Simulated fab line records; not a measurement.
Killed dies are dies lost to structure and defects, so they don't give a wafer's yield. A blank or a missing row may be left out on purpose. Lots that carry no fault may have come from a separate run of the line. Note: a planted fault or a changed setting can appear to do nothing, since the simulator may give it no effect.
What tool caused it? / flow n5 finfet / 9 lots, 27 wafers sampled, at 7 steps of a route of 1938

## WHAT THE GAUGES READ, wafer by wafer
N5_BEOL_M1_RS_MEAS_58: a four-point-probe measurement. Usual: M1_RS 0.66 ohm/sq, standard deviation 0.03.
lot=L942; measured=day 6 15:52; on=film metro-02; M1_RS (ohm/sq)=0.66 0.69 0.72; flag=
lot=L943; measured=day 7 00:52; on=film metro-01; M1_RS (ohm/sq)=0.71 0.66 0.65; flag=
lot=L945; measured=day 7 19:17; on=film metro-01; M1_RS (ohm/sq)=0.66 0.71 0.62; flag=
lot=L946; measured=day 7 22:50; on=film metro-01; M1_RS (ohm/sq)=0.72 0.71 0.66; flag=
lot=L948; measured=day 8 00:53; on=film metro-01; M1_RS (ohm/sq)=0.68 0.69 0.64; flag=
lot=L953; measured=day 9 07:12; on=film metro-02; M1_RS (ohm/sq)=0.68 0.64 0.66; flag=
lot=L957; measured=day 10 09:56; on=film metro-02; M1_RS (ohm/sq)=0.73 0.61 0.65; flag=
lot=L963; measured=day 11 18:02; on=film metro-01; M1_RS (ohm/sq)=0.67 0.63 0.66; flag=
lot=L964; measured=day 12 02:06; on=film metro-02; M1_RS (ohm/sq)=0.71 0.70 0.65; flag=

N5_BEOL_M2_THK_MEAS_01. Usual: M2_ILD_THK 78.6 nm, standard deviation 1.
lot=L942; measured=day 6 16:00; on=film metro-02; M2_ILD_THK (nm)=78.7 79.3 80.1; flag=
lot=L943; measured=day 7 00:59; on=film metro-02; M2_ILD_THK (nm)=77.7 77.0 80.0; flag=
lot=L945; measured=day 7 19:25; on=film metro-01; M2_ILD_THK (nm)=79.0 78.4 79.6; flag=
lot=L946; measured=day 7 22:58; on=film metro-02; M2_ILD_THK (nm)=77.0 77.3 78.0; flag=
lot=L948; measured=day 8 01:01; on=film metro-01; M2_ILD_THK (nm)=77.8 78.1 78.9; flag=
lot=L953; measured=day 9 07:20; on=film metro-02; M2_ILD_THK (nm)=79.5 81.3 80.4; flag=
lot=L957; measured=day 10 10:04; on=film metro-01; M2_ILD_THK (nm)=79.2 79.0 79.9; flag=
lot=L963; measured=day 11 18:10; on=film metro-01; M2_ILD_THK (nm)=77.1 79.8 78.4; flag=
lot=L964; measured=day 12 02:14; on=film metro-02; M2_ILD_THK (nm)=78.2 79.4 78.9; flag=

N5_BEOL_M2_INSPECT_13: inspects for defects (brightfield). Usual: raw defect count at 381, with a standard deviation of 93.
lot=L942; measured=day 6 18:14; on=defect inspect-01; raw defect count=296 389 510; flag=
lot=L943; measured=day 7 02:22; on=defect inspect-01; raw defect count=334 415 368; flag=
lot=L945; measured=day 7 20:13; on=defect inspect-02; raw defect count=475 588 514; flag=
lot=L946; measured=day 8 01:34; on=defect inspect-01; raw defect count=264 304 254; flag=
lot=L948; measured=day 8 02:10; on=defect inspect-02; raw defect count=382 618 435; flag=
lot=L953; measured=day 9 08:48; on=defect inspect-01; raw defect count=375 300 284; flag=
lot=L957; measured=day 10 12:25; on=defect inspect-02; raw defect count=778 636 274; flag=
lot=L963; measured=day 11 22:14; on=defect inspect-01; raw defect count=441 345 352; flag=
lot=L964; measured=day 12 03:43; on=defect inspect-01; raw defect count=381 437 305; flag=

N5_BEOL_M2_INSPECT_30: inspects for defects (brightfield). Usual: raw defect count at 373, with a standard deviation of 110.
lot=L942; measured=day 6 19:38; on=defect inspect-01; raw defect count=304 384 483; flag=
lot=L943; measured=day 7 03:30; on=defect inspect-01; raw defect count=346 408 364; flag=
lot=L945; measured=day 7 21:05; on=defect inspect-02; raw defect count=478 622 498; flag=
lot=L946; measured=day 8 02:26; on=defect inspect-02; raw defect count=345 340 324; flag=
lot=L948; measured=day 8 03:10; on=defect inspect-01; raw defect count=304 514 347; flag=
lot=L953; measured=day 9 09:44; on=defect inspect-01; raw defect count=399 286 260; flag=
lot=L957; measured=day 10 13:31; on=defect inspect-02; raw defect count=792 641 275; flag=
lot=L963; measured=day 11 23:15; on=defect inspect-02; raw defect count=518 403 454; flag=
lot=L964; measured=day 12 04:43; on=defect inspect-01; raw defect count=374 439 313; flag=

N5_BEOL_M4_RC_MEAS_101. Usual: DIBL_N 35.9 mV/V, standard deviation 1.4; DIBL_P 35.9 mV/V, standard deviation 1.7; IOFF_N 0.160 nA/um, standard deviation 0.026; IOFF_P 0.21 nA/um, standard deviation 0.036; ION_N 672 uA/um, standard deviation 11; ION_P 461 uA/um, standard deviation 8.1; SS_N 71.4 mV/dec, standard deviation 0.54; SS_P 73.2 mV/dec, standard deviation 0.67; VT_N 249.3 mV, standard deviation 2.7; VT_P -250 mV, standard deviation 3.9.
lot=L942; measured=day 7 17:38; on=prober-01; DIBL_N (mV/V)=35.5 34.1 34.8; DIBL_P (mV/V)=35.6 33.7 34.4; IOFF_N (nA/um)=0.172 0.148 0.159; IOFF_P (nA/um)=0.26 0.23 0.24; ION_N (uA/um)=685 678 681; ION_P (uA/um)=473 478 474; SS_N (mV/dec)=71.3 71.3 71.0; SS_P (mV/dec)=73.5 73.0 72.9; VT_N (mV)=250.0 248.9 248.9; VT_P (mV)=-243 -246 -244; flag=
lot=L943; measured=day 8 04:54; on=prober-01; DIBL_N (mV/V)=34.3 38.8 36.5; DIBL_P (mV/V)=33.6 39.7 35.2; IOFF_N (nA/um)=0.129 0.233 0.155; IOFF_P (nA/um)=0.19 0.29 0.22; ION_N (uA/um)=660 687 672; ION_P (uA/um)=462 468 457; SS_N (mV/dec)=71.6 72.8 72.1; SS_P (mV/dec)=72.8 74.8 73.3; VT_N (mV)=250.5 243.2 251.0; VT_P (mV)=-248 -244 -247; flag=
lot=L945; measured=day 9 04:48; on=prober-02; DIBL_N (mV/V)=36.3 38.0 36.7; DIBL_P (mV/V)=36.2 39.1 35.7; IOFF_N (nA/um)=0.161 0.208 0.169; IOFF_P (nA/um)=0.22 0.28 0.21; ION_N (uA/um)=674 682 674; ION_P (uA/um)=462 465 454; SS_N (mV/dec)=71.1 72.0 71.8; SS_P (mV/dec)=74.1 73.7 73.2; VT_N (mV)=249.6 246.3 250.4; VT_P (mV)=-247 -248 -247; flag=
lot=L946; measured=day 9 12:25; on=prober-02; DIBL_N (mV/V)=37.0 35.1 34.3; DIBL_P (mV/V)=38.7 36.5 35.6; IOFF_N (nA/um)=0.187 0.160 0.139; IOFF_P (nA/um)=0.24 0.20 0.18; ION_N (uA/um)=680 680 673; ION_P (uA/um)=455 468 459; SS_N (mV/dec)=72.2 71.6 71.5; SS_P (mV/dec)=74.2 73.1 73.1; VT_N (mV)=246.1 248.8 249.6; VT_P (mV)=-249 -253 -255; flag=
lot=L948; measured=day 9 05:35; on=prober-01; DIBL_N (mV/V)=35.8 37.2 35.4; DIBL_P (mV/V)=37.4 38.3 36.6; IOFF_N (nA/um)=0.168 0.183 0.158; IOFF_P (nA/um)=0.24 0.24 0.21; ION_N (uA/um)=689 681 666; ION_P (uA/um)=473 463 459; SS_N (mV/dec)=71.4 71.7 70.7; SS_P (mV/dec)=73.3 73.6 73.8; VT_N (mV)=248.0 246.9 249.3; VT_P (mV)=-249 -247 -252; flag=
lot=L953; measured=day 10 16:13; on=prober-01; DIBL_N (mV/V)=35.7 32.5 36.7; DIBL_P (mV/V)=36.3 31.9 37.0; IOFF_N (nA/um)=0.153 0.104 0.161; IOFF_P (nA/um)=0.19 0.14 0.20; ION_N (uA/um)=676 658 663; ION_P (uA/um)=455 448 452; SS_N (mV/dec)=70.7 70.6 71.4; SS_P (mV/dec)=74.0 72.7 74.8; VT_N (mV)=248.6 258.3 250.6; VT_P (mV)=-255 -257 -255; flag=
lot=L957; measured=day 11 15:05; on=prober-02; DIBL_N (mV/V)=34.8 34.5 34.4; DIBL_P (mV/V)=35.3 34.6 35.7; IOFF_N (nA/um)=0.136 0.142 0.152; IOFF_P (nA/um)=0.16 0.16 0.17; ION_N (uA/um)=656 669 681; ION_P (uA/um)=454 453 458; SS_N (mV/dec)=71.0 70.9 71.0; SS_P (mV/dec)=73.2 73.3 72.9; VT_N (mV)=249.6 250.4 247.1; VT_P (mV)=-255 -254 -254; flag=
lot=L963; measured=day 13 03:45; on=prober-02; DIBL_N (mV/V)=40.2 35.4 37.4; DIBL_P (mV/V)=39.1 34.9 37.0; IOFF_N (nA/um)=0.228 0.132 0.165; IOFF_P (nA/um)=0.27 0.19 0.22; ION_N (uA/um)=677 672 682; ION_P (uA/um)=468 462 465; SS_N (mV/dec)=72.5 70.7 71.2; SS_P (mV/dec)=74.4 72.5 73.3; VT_N (mV)=246.0 252.0 247.7; VT_P (mV)=-248 -254 -249; flag=
lot=L964; measured=day 13 21:41; on=prober-01; DIBL_N (mV/V)=36.2 35.4 34.2; DIBL_P (mV/V)=37.0 37.1 34.5; IOFF_N (nA/um)=0.186 0.171 0.136; IOFF_P (nA/um)=0.23 0.22 0.18; ION_N (uA/um)=670 690 660; ION_P (uA/um)=458 465 451; SS_N (mV/dec)=72.1 71.6 71.1; SS_P (mV/dec)=73.9 74.4 72.8; VT_N (mV)=245.1 248.0 251.7; VT_P (mV)=-248 -250 -253; flag=

## WHICH TOOL RAN EACH LOT (tool, then ch and the chambers of the sampled wafers, then the start)
lot=L942; N5_BEOL_M2_HM_DEP_02=pvd sputter-02, day 6 17:38; N5_BEOL_M2_HM_OPEN_17=rie metal-01 ch 0,1, day 6 18:55
lot=L943; N5_BEOL_M2_HM_DEP_02=pvd sputter-03, day 7 01:44; N5_BEOL_M2_HM_OPEN_17=rie metal-03 ch 0, day 7 02:40
lot=L945; N5_BEOL_M2_HM_DEP_02=pvd sputter-03, day 7 19:43; N5_BEOL_M2_HM_OPEN_17=rie metal-01 ch 0,1, day 7 20:30
lot=L946; N5_BEOL_M2_HM_DEP_02=pvd sputter-03, day 8 01:05; N5_BEOL_M2_HM_OPEN_17=rie metal-01 ch 0,1, day 8 01:51
lot=L948; N5_BEOL_M2_HM_DEP_02=pvd sputter-03, day 8 01:41; N5_BEOL_M2_HM_OPEN_17=rie metal-01 ch 0,1, day 8 02:27
lot=L953; N5_BEOL_M2_HM_DEP_02=pvd sputter-02, day 9 08:11; N5_BEOL_M2_HM_OPEN_17=rie metal-02 ch 0,1, day 9 09:05
lot=L957; N5_BEOL_M2_HM_DEP_02=pvd sputter-03, day 10 11:48; N5_BEOL_M2_HM_OPEN_17=rie metal-02 ch 0,1, day 10 12:42
lot=L963; N5_BEOL_M2_HM_DEP_02=pvd sputter-02, day 11 21:46; N5_BEOL_M2_HM_OPEN_17=rie metal-03 ch 0,1, day 11 22:32
lot=L964; N5_BEOL_M2_HM_DEP_02=pvd sputter-02, day 12 03:07; N5_BEOL_M2_HM_OPEN_17=rie metal-01 ch 0,1, day 12 04:07
- N5_BEOL_M2_HM_DEP_02: deposits TiN, target thk 20 nm.
- N5_BEOL_M2_HM_OPEN_17: chemistry Cl2/BCl3, target TiN, target depth 20 nm, overetch 6 nm.

## WHAT THE TOOLS THEMSELVES READ (means of the sampled wafers that have a number; where no wafer has one, the mark that the record gives instead)
N5_BEOL_M2_HM_DEP_02. Usual: throttle valve pct at 29.8 %, with a standard deviation of 1.6.
lot=L942; tool=pvd sputter-02; throttle valve pct (%)=30.9; flag=
lot=L943; tool=pvd sputter-03; throttle valve pct (%)=31.1; flag=
lot=L945; tool=pvd sputter-03; throttle valve pct (%)=29.2; flag=
lot=L946; tool=pvd sputter-03; throttle valve pct (%)=30.4; flag=
lot=L948; tool=pvd sputter-03; throttle valve pct (%)=29.2; flag=
lot=L953; tool=pvd sputter-02; throttle valve pct (%)=31.4; flag=
lot=L957; tool=pvd sputter-03; throttle valve pct (%)=28.1; flag=
lot=L963; tool=pvd sputter-02; throttle valve pct (%)=30.0; flag=
lot=L964; tool=pvd sputter-02; throttle valve pct (%)=29.4; flag=

N5_BEOL_M2_HM_OPEN_17. Usual: drypump motor current A 5.3 A, standard deviation 0.34; oes product au 0.69 a.u., standard deviation 0.095; throttle valve pct 22.24 %, standard deviation 0.3.
lot=L942; tool=rie metal-01; drypump motor current A (A)=5.4; oes product au (a.u.)=0.67; throttle valve pct (%)=22.01; flag=
lot=L943; tool=rie metal-03; drypump motor current A (A)=5.4; oes product au (a.u.)=0.63; throttle valve pct (%)=22.42; flag=
lot=L945; tool=rie metal-01; drypump motor current A (A)=5.6; oes product au (a.u.)=0.61; throttle valve pct (%)=22.11; flag=
lot=L946; tool=rie metal-01; drypump motor current A (A)=5.6; oes product au (a.u.)=0.61; throttle valve pct (%)=22.11; flag=
lot=L948; tool=rie metal-01; drypump motor current A (A)=5.7; oes product au (a.u.)=0.61; throttle valve pct (%)=22.11; flag=
lot=L953; tool=rie metal-02; drypump motor current A (A)=5.2; oes product au (a.u.)=0.77; throttle valve pct (%)=22.12; flag=
lot=L957; tool=rie metal-02; drypump motor current A (A)=5.2; oes product au (a.u.)=0.76; throttle valve pct (%)=22.13; flag=
lot=L963; tool=rie metal-03; drypump motor current A (A)=5.2; oes product au (a.u.)=0.66; throttle valve pct (%)=22.49; flag=
lot=L964; tool=rie metal-01; drypump motor current A (A)=5.4; oes product au (a.u.)=0.65; throttle valve pct (%)=22.03; flag=

## THE ANSWER, worked out from the rows above alone
Rule: lot off if the mean of its wafers having a number is beyond 3 standard deviations from the usual mean. Also off: a lot with no number at a reading for which 4 or more lots have one. Any other lot the step has rows for is counted as sound. First the gauges in route order, then the tools' own readings, where a lot's mean is used as printed above. At the first step where some lot is off, the reading lying furthest off is the one used; lots without a number count as furthest.
No lot is off at any reading shown: from this, nothing can be told.

## WHAT HAD BEEN PUT IN BY THE SIMULATOR
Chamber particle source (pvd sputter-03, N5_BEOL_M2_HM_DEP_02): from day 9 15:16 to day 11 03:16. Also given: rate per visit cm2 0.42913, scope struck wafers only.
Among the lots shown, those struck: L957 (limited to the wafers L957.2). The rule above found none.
